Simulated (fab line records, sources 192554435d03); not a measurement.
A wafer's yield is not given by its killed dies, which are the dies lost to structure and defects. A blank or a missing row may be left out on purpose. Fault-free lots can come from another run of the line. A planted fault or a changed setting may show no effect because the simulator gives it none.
Which of the tools did it? :: flow n5_finfet :: 10 lots, 30 wafers sampled, at 7 steps of a route of 1938

## WHAT THE GAUGES READ, wafer by wafer
N5_BEOL_M4_INSPECT_59: inspects for defects (darkfield).
lot: L468
measured: day 9 13:22
on: defect_inspect-02
raw_defect_count: 117 84 66

lot: L469
measured: day 9 16:57
on: defect_inspect-01
raw_defect_count: 34 51 59

lot: L471
measured: day 10 01:19
on: defect_inspect-01
raw_defect_count: 51 48 56

lot: L472
measured: day 10 13:08
on: defect_inspect-01
raw_defect_count: 45 50 68

lot: L476
measured: day 11 04:50
on: defect_inspect-01
raw_defect_count: 47 40 29

lot: L479
measured: day 11 11:53
on: defect_inspect-01
raw_defect_count: 46 711 66

lot: L477
measured: day 11 17:13
on: defect_inspect-02
raw_defect_count: 107 735 779

lot: L478
measured: day 12 09:34
on: defect_inspect-02
raw_defect_count: 54 58 71

lot: L484
measured: day 13 04:17
on: defect_inspect-02
raw_defect_count: 80 106 92

lot: L487
measured: day 14 03:31
on: defect_inspect-01
raw_defect_count: 50 122 87

N5_BEOL_M4_RC_MEAS_101.
lot: L468
measured: day 9 13:23
on: prober-02
DIBL_N (mV/V): 37.6 35.0 36.7
DIBL_P (mV/V): 37.7 34.2 37.0
IOFF_N (nA/um): 0.208 0.148 0.181
IOFF_P (nA/um): 0.24 0.19 0.23
ION_N (uA/um): 694 678 676
ION_P (uA/um): 467 468 460
SS_N (mV/dec): 71.5 71.5 71.1
SS_P (mV/dec): 74.4 73.2 73.8
VT_N (mV): 245 247 247
VT_P (mV): -250 -250 -248

lot: L469
measured: day 9 16:58
on: prober-02
DIBL_N (mV/V): 36.0 39.0 35.8
DIBL_P (mV/V): 33.8 39.3 34.8
IOFF_N (nA/um): 0.128 0.195 0.135
IOFF_P (nA/um): 0.19 0.27 0.20
ION_N (uA/um): 644 685 658
ION_P (uA/um): 452 472 451
SS_N (mV/dec): 70.7 71.7 71.0
SS_P (mV/dec): 72.8 73.7 73.5
VT_N (mV): 254 249 253
VT_P (mV): -255 -247 -252

lot: L471
measured: day 10 01:29
on: prober-01
DIBL_N (mV/V): 33.4 35.9 33.6
DIBL_P (mV/V): 31.8 34.4 31.7
IOFF_N (nA/um): 0.111 0.152 0.112
IOFF_P (nA/um): 0.16 0.20 0.16
ION_N (uA/um): 658 693 679
ION_P (uA/um): 455 473 467
SS_N (mV/dec): 70.3 70.8 70.9
SS_P (mV/dec): 72.7 72.9 72.5
VT_N (mV): 254 248 253
VT_P (mV): -255 -249 -254

lot: L472
measured: day 10 13:10
on: prober-01
DIBL_N (mV/V): 36.8 36.6 37.4
DIBL_P (mV/V): 34.7 35.0 35.3
IOFF_N (nA/um): 0.162 0.168 0.169
IOFF_P (nA/um): 0.22 0.23 0.23
ION_N (uA/um): 686 684 670
ION_P (uA/um): 473 465 464
SS_N (mV/dec): 71.3 71.1 71.2
SS_P (mV/dec): 73.4 73.3 72.9
VT_N (mV): 246 245 247
VT_P (mV): -247 -246 -248

lot: L476
measured: day 11 04:52
on: prober-01
DIBL_N (mV/V): 35.7 36.1 36.9
DIBL_P (mV/V): 34.9 36.7 36.5
IOFF_N (nA/um): 0.159 0.173 0.179
IOFF_P (nA/um): 0.24 0.28 0.27
ION_N (uA/um): 678 685 678
ION_P (uA/um): 474 478 478
SS_N (mV/dec): 70.0 70.5 71.5
SS_P (mV/dec): 72.7 73.2 73.3
VT_N (mV): 251 250 248
VT_P (mV): -242 -245 -244

lot: L479
measured: day 11 12:04
on: prober-02
DIBL_N (mV/V): 34.5 36.2 36.2
DIBL_P (mV/V): 35.2 36.6 37.0
IOFF_N (nA/um): 0.138 0.164 0.176
IOFF_P (nA/um): 0.19 0.21 0.23
ION_N (uA/um): 680 684 688
ION_P (uA/um): 469 470 476
SS_N (mV/dec): 71.0 71.9 71.5
SS_P (mV/dec): 72.1 73.2 72.6
VT_N (mV): 252 245 245
VT_P (mV): -249 -251 -247

lot: L477
measured: day 11 17:14
on: prober-01
DIBL_N (mV/V): 33.2 35.7 34.5
DIBL_P (mV/V): 31.2 34.0 32.1
IOFF_N (nA/um): 0.101 0.127 0.107
IOFF_P (nA/um): 0.13 0.16 0.14
ION_N (uA/um): 667 663 642
ION_P (uA/um): 457 454 443
SS_N (mV/dec): 70.6 71.1 71.7
SS_P (mV/dec): 72.3 73.0 72.6
VT_N (mV): 255 255 258
VT_P (mV): -259 -256 -259

lot: L478
measured: day 12 09:45
on: prober-02
DIBL_N (mV/V): 34.7 35.7 36.0
DIBL_P (mV/V): 34.5 34.6 35.6
IOFF_N (nA/um): 0.137 0.144 0.157
IOFF_P (nA/um): 0.19 0.18 0.20
ION_N (uA/um): 675 661 668
ION_P (uA/um): 467 455 453
SS_N (mV/dec): 71.1 71.6 72.3
SS_P (mV/dec): 72.2 72.4 72.8
VT_N (mV): 248 249 247
VT_P (mV): -250 -253 -251

lot: L484
measured: day 13 04:33
on: prober-01
DIBL_N (mV/V): 33.9 35.4 35.3
DIBL_P (mV/V): 34.0 34.9 35.1
IOFF_N (nA/um): 0.114 0.128 0.133
IOFF_P (nA/um): 0.19 0.20 0.21
ION_N (uA/um): 666 654 672
ION_P (uA/um): 461 456 468
SS_N (mV/dec): 70.4 70.9 70.9
SS_P (mV/dec): 73.0 72.7 72.8
VT_N (mV): 253 254 252
VT_P (mV): -250 -251 -250

lot: L487
measured: day 14 03:41
on: prober-01
DIBL_N (mV/V): 36.5 35.2 34.0
DIBL_P (mV/V): 35.9 34.7 34.3
IOFF_N (nA/um): 0.157 0.133 0.127
IOFF_P (nA/um): 0.23 0.21 0.20
ION_N (uA/um): 671 681 683
ION_P (uA/um): 466 476 477
SS_N (mV/dec): 71.4 70.9 71.1
SS_P (mV/dec): 72.8 72.9 72.5
VT_N (mV): 248 253 251
VT_P (mV): -249 -249 -251

N5_BEOL_M5_INSPECT_13: inspects for defects (brightfield).
lot: L468
measured: day 9 17:13
on: defect_inspect-02
raw_defect_count: 546 473 454

lot: L469
measured: day 9 20:37
on: defect_inspect-01
raw_defect_count: 355 238 288

lot: L471
measured: day 10 07:30
on: defect_inspect-01
raw_defect_count: 413 462 525

lot: L472
measured: day 10 16:30
on: defect_inspect-02
raw_defect_count: 406 340 440

lot: L476
measured: day 11 07:58
on: defect_inspect-01
raw_defect_count: 420 368 295

lot: L479
measured: day 11 14:40
on: defect_inspect-01
raw_defect_count: 375 1286 362

lot: L477
measured: day 11 19:22
on: defect_inspect-02
raw_defect_count: 406 1107 1152

lot: L478
measured: day 12 12:26
on: defect_inspect-01
raw_defect_count: 404 367 451

lot: L484
measured: day 13 07:42
on: defect_inspect-01
raw_defect_count: 434 457 535

lot: L487
measured: day 14 09:26
on: defect_inspect-02
raw_defect_count: 369 486 419

## EACH LOT AND THE TOOL THAT RAN IT (in order: tool; ch and the chambers of the sampled wafers; start)
lot: L468
N5_BEOL_M4_ANNEAL_87: pvd_sputter-03, day 9 11:16
N5_BEOL_M4_ANNEAL_89: pvd_sputter-03, day 9 11:29
N5_BEOL_M4_SPUTTER_94: pvd_sputter-03, day 9 12:04
N5_BEOL_M4_CO_CAP_55: cvd_co-02 ch 0,1, day 9 13:09

lot: L469
N5_BEOL_M4_ANNEAL_87: pvd_sputter-03, day 9 14:51
N5_BEOL_M4_ANNEAL_89: pvd_sputter-03, day 9 15:04
N5_BEOL_M4_SPUTTER_94: pvd_sputter-03, day 9 15:39
N5_BEOL_M4_CO_CAP_55: cvd_co-01 ch 0,1,2, day 9 16:44

lot: L471
N5_BEOL_M4_ANNEAL_87: pvd_sputter-02, day 9 23:13
N5_BEOL_M4_ANNEAL_89: pvd_sputter-02, day 9 23:26
N5_BEOL_M4_SPUTTER_94: pvd_sputter-02, day 10 00:01
N5_BEOL_M4_CO_CAP_55: cvd_co-01 ch 0,1, day 10 01:06

lot: L472
N5_BEOL_M4_ANNEAL_87: pvd_sputter-03, day 10 11:02
N5_BEOL_M4_ANNEAL_89: pvd_sputter-03, day 10 11:16
N5_BEOL_M4_SPUTTER_94: pvd_sputter-03, day 10 11:50
N5_BEOL_M4_CO_CAP_55: cvd_co-02 ch 0,1,2, day 10 12:56

lot: L476
N5_BEOL_M4_ANNEAL_87: pvd_sputter-02, day 11 02:44
N5_BEOL_M4_ANNEAL_89: pvd_sputter-02, day 11 02:58
N5_BEOL_M4_SPUTTER_94: pvd_sputter-02, day 11 03:32
N5_BEOL_M4_CO_CAP_55: cvd_co-01 ch 0,1,2, day 11 04:38

lot: L479
N5_BEOL_M4_ANNEAL_87: pvd_sputter-03, day 11 09:47
N5_BEOL_M4_ANNEAL_89: pvd_sputter-03, day 11 10:00
N5_BEOL_M4_SPUTTER_94: pvd_sputter-03, day 11 10:35
N5_BEOL_M4_CO_CAP_55: cvd_co-02 ch 0,2, day 11 11:40

lot: L477
N5_BEOL_M4_ANNEAL_87: pvd_sputter-03, day 11 14:59
N5_BEOL_M4_ANNEAL_89: pvd_sputter-03, day 11 15:12
N5_BEOL_M4_SPUTTER_94: pvd_sputter-03, day 11 15:47
N5_BEOL_M4_CO_CAP_55: cvd_co-02 ch 0,2, day 11 17:00

lot: L478
N5_BEOL_M4_ANNEAL_87: pvd_sputter-02, day 12 07:20
N5_BEOL_M4_ANNEAL_89: pvd_sputter-02, day 12 07:35
N5_BEOL_M4_SPUTTER_94: pvd_sputter-02, day 12 08:14
N5_BEOL_M4_CO_CAP_55: cvd_co-01 ch 0,1, day 12 09:22

lot: L484
N5_BEOL_M4_ANNEAL_87: pvd_sputter-03, day 13 01:49
N5_BEOL_M4_ANNEAL_89: pvd_sputter-03, day 13 02:02
N5_BEOL_M4_SPUTTER_94: pvd_sputter-03, day 13 02:37
N5_BEOL_M4_CO_CAP_55: cvd_co-01 ch 0,1,2, day 13 04:05

lot: L487
N5_BEOL_M4_ANNEAL_87: pvd_sputter-02, day 14 01:25
N5_BEOL_M4_ANNEAL_89: pvd_sputter-02, day 14 01:38
N5_BEOL_M4_SPUTTER_94: pvd_sputter-02, day 14 02:13
N5_BEOL_M4_CO_CAP_55: cvd_co-01 ch 0,1, day 14 03:18
- N5_BEOL_M4_ANNEAL_87: time 240 s.
- N5_BEOL_M4_ANNEAL_89: time 240 s.
- N5_BEOL_M4_SPUTTER_94: material Cu, target thk 4.5 nm, time 8.29 s.
- N5_BEOL_M4_CO_CAP_55: material Co, precursor CCTBA/H2, target thk 2 nm, time 102.1 s.

## WHAT THE TOOLS THEMSELVES READ (means of the sampled wafers that have a number; where no wafer has one, the mark that the record gives instead)
N5_BEOL_M4_ANNEAL_87.
lot: L468
tool: pvd_sputter-03
heater_power_w (W): 809

lot: L469
tool: pvd_sputter-03
heater_power_w (W): 829

lot: L471
tool: pvd_sputter-02
heater_power_w (W): 774

lot: L472
tool: pvd_sputter-03
heater_power_w (W): 801

lot: L476
tool: pvd_sputter-02
heater_power_w (W): 796

lot: L479
tool: pvd_sputter-03
heater_power_w (W): 772

lot: L477
tool: pvd_sputter-03
heater_power_w (W): 822

lot: L478
tool: pvd_sputter-02
heater_power_w (W): 721

lot: L484
tool: pvd_sputter-03
heater_power_w (W): 802

lot: L487
tool: pvd_sputter-02
heater_power_w (W): 820

N5_BEOL_M4_ANNEAL_89.
lot: L468
tool: pvd_sputter-03
heater_power_w (W): 810

lot: L469
tool: pvd_sputter-03
heater_power_w (W): 839

lot: L471
tool: pvd_sputter-02
heater_power_w (W): 770

lot: L472
tool: pvd_sputter-03
heater_power_w (W): 790

lot: L476
tool: pvd_sputter-02
heater_power_w (W): 813

lot: L479
tool: pvd_sputter-03
heater_power_w (W): 770

lot: L477
tool: pvd_sputter-03
heater_power_w (W): 824

lot: L478
tool: pvd_sputter-02
heater_power_w (W): 742

lot: L484
tool: pvd_sputter-03
heater_power_w (W): 801

lot: L487
tool: pvd_sputter-02
heater_power_w (W): 819

N5_BEOL_M4_SPUTTER_94.
lot: L468
tool: pvd_sputter-03
chamber_pressure_pa (Pa): 0.07006
throttle_valve_pct (%): 29.1

lot: L469
tool: pvd_sputter-03
chamber_pressure_pa (Pa): 0.06998
throttle_valve_pct (%): 28.4

lot: L471
tool: pvd_sputter-02
chamber_pressure_pa (Pa): 0.07011
throttle_valve_pct (%): 29.7

lot: L472
tool: pvd_sputter-03
chamber_pressure_pa (Pa): 0.06993
throttle_valve_pct (%): 29.1

lot: L476
tool: pvd_sputter-02
chamber_pressure_pa (Pa): 0.07004
throttle_valve_pct (%): 29.3

lot: L479
tool: pvd_sputter-03
chamber_pressure_pa (Pa): 0.07012
throttle_valve_pct (%): 29.3

lot: L477
tool: pvd_sputter-03
chamber_pressure_pa (Pa): 0.07003
throttle_valve_pct (%): 28.2

lot: L478
tool: pvd_sputter-02
chamber_pressure_pa (Pa): 0.07015
throttle_valve_pct (%): 29.8

lot: L484
tool: pvd_sputter-03
chamber_pressure_pa (Pa): 0.07001
throttle_valve_pct (%): 28.9

lot: L487
tool: pvd_sputter-02
chamber_pressure_pa (Pa): 0.07004
throttle_valve_pct (%): 28.7

N5_BEOL_M4_CO_CAP_55.
lot: L468
tool: cvd_co-02
heater_power_w (W): 249

lot: L469
tool: cvd_co-01
heater_power_w (W): 245

lot: L471
tool: cvd_co-01
heater_power_w (W): 271

lot: L472
tool: cvd_co-02
heater_power_w (W): 242

lot: L476
tool: cvd_co-01
heater_power_w (W): 240

lot: L479
tool: cvd_co-02
heater_power_w (W): 239

lot: L477
tool: cvd_co-02
heater_power_w (W): 250

lot: L478
tool: cvd_co-01
heater_power_w (W): 272

lot: L484
tool: cvd_co-01
heater_power_w (W): 246

lot: L487
tool: cvd_co-01
heater_power_w (W): 274

## THE ANSWER, worked out from the rows above alone
Rule: usual is defined by the lots themselves. The widest of any qualifying gaps counts: lots, ordered by their means at a reading, are off when they make up no more than a third of the lots, leave a main group of 4 or more, and stand apart from it by 3 or more times the standard deviation of that group's means. If all means in a main group match to the digits the tables above print for the reading, that group is not used. Also off: a lot with no number at a reading for which 4 or more lots have one. Any other lot the step has rows for is counted as sound. Order of review: gauges by route order, followed by the tools' own readings, for which a lot's mean as printed above is used. At the first step where some lot is off, the reading lying furthest off is the one used; lots without a number count as furthest.
Off: L479, L477, at N5_BEOL_M4_INSPECT_59 (raw_defect_count). Mean 65 and standard deviation 20 in the main group.
A tool fits if, at a process step before that reading, it ran every lot that is off, and no sound lot after the first of them. The gauges at N5_BEOL_M4_INSPECT_59 are tried like those tools. One candidate fits, namely cvd_co-02 at N5_BEOL_M4_CO_CAP_55. A fault onset in the window from L472 (day 10 12:56, its last sound lot) to L479 (day 11 11:40, its first lot off) fits.

## WHAT THE SIMULATOR HAD INSERTED
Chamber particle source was cvd_co-02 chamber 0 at N5_BEOL_M4_CO_CAP_55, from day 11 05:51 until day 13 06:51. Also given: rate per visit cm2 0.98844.
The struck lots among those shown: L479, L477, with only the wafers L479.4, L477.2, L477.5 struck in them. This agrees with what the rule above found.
